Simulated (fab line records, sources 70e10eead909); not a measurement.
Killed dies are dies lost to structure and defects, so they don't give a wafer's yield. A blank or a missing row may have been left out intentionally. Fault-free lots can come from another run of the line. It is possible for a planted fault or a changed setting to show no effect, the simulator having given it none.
Chamber matching ; flow nandHarc ; NHARC_A_ZERO_WELL_ETCH_13 on rieSi-02: 4 sister chambers
The step etches the open film in HBr/Cl2, target depth 120 nm, time 40.1 s. 4 wafers are shown with their chamber, then 8 later ones without.

== WAFERS, EACH WITH ITS CHAMBER ==
wafer;chamber;drypumpMotorCurrentA (A)
L082.6;2;6.4
L085.2;0;5.2
L085.3;3;5.5
L094.1;1;6.1

== WAFERS WITHOUT THEIR CHAMBER ==
wafer;drypumpMotorCurrentA (A)
L094.2;5.2
L094.4;6.4
L096.1;6.5
L096.2;5.5
L096.6;5.3
L097.2;5.5
L097.3;5.3
L097.6;6.5

== CHAMBER TAKEN BY EACH ==
wafer;from the rows above;in truth
L094.2;0;0
L094.4;2;2
L096.1;2;2
L096.2;3;3
L096.6;can't be placed: 0 or 3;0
L097.2;3;3
L097.3;can't be placed: 0 or 3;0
L097.6;2;2
Correct placement for 6 of the 8. Cannot be placed on the basis of these rows: 2; the candidates contain the true chamber in 2. Number placed wrongly: 0.
How it was worked out, from the rows above alone: a wafer's distance from a chamber is the root of the sum, over the readings, of the square of ((its reading less the chamber's mean) divided by the reading's scatter). If the next closest chamber is less than 2 further off than the closest, the wafer can't be placed; otherwise it belongs to the closest. The mean given for a chamber averages the wafers shown for that chamber. The scatter: with one shown wafer a chamber, the root of the mean of the squares of how far each hidden wafer lies from its nearest shown one.
